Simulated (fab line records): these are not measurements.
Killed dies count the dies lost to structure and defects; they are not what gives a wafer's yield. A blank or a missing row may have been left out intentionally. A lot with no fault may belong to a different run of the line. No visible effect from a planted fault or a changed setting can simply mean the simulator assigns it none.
Chamber matching + flow n5Finfet + rieDiel-06 running N5_BEOL_M3_ETCH_69: 4 sister chambers
The step etches SiARC in CF4, target depth 15.6 nm, time 26 s. 8 wafers are shown with their chamber, then 9 later ones without.

== WAFERS PAIRED WITH THEIR CHAMBERS ==
| wafer  | chamber | throttleValvePct (%) | oesProductAu (a.u.) |
|--------|---------|----------------------|---------------------|
| L082.6 | 3       | 15.77                | 0.70                |
| L086.2 | 3       | 15.80                | 0.69                |
| L086.3 | 1       | 15.35                | 0.84                |
| L087.3 | 0       | 16.03                | 0.58                |
| L087.6 | 2       | 15.74                | 0.65                |
| L092.2 | 0       | 16.02                | 0.59                |
| L092.3 | 1       | 15.33                | 0.83                |
| L092.4 | 2       | 15.73                | 0.65                |

== WAFERS WITH NO CHAMBER GIVEN ==
| wafer  | throttleValvePct (%) | oesProductAu (a.u.) |
|--------|----------------------|---------------------|
| L090.2 | 15.74                | 0.65                |
| L090.4 | 15.83                | 0.67                |
| L090.5 | 16.04                | 0.60                |
| L097.1 | 15.75                | 0.64                |
| L097.2 | 15.84                | 0.67                |
| L097.6 | 15.57                | 0.83                |
| L094.1 | 15.56                | 0.82                |
| L094.2 | 15.36                | 0.77                |
| L094.6 | 15.37                | 0.77                |

== WHICH CHAMBER EACH WENT THROUGH ==
| wafer  | from the rows above | in truth                   |
|--------|---------------------|----------------------------|
| L090.2 | 2                   | 2                          |
| L090.4 | 3                   | 3                          |
| L090.5 | 0                   | 0                          |
| L097.1 | 2                   | 2                          |
| L097.2 | 3                   | 3                          |
| L097.6 | 1                   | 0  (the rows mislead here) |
| L094.1 | 1                   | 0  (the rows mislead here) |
| L094.2 | 1                   | 1                          |
| L094.6 | 1                   | 1                          |
Placed correctly: 7 of 9. From these rows, 0 cannot be placed. Wrongly placed: 2.
How it was worked out, from the rows above alone: a wafer's distance from a chamber is the root of the sum, over the readings, of the square of ((its reading less the chamber's mean) divided by the reading's scatter). If the next closest chamber is less than 2 further off than the closest, the wafer can't be placed; otherwise it belongs to the closest. A chamber's mean is the mean of its shown wafers. The scatter is the square root of a quotient: the sum, over the shown wafers, of each reading's squared deviation from its chamber's mean, divided by wafers minus chambers.
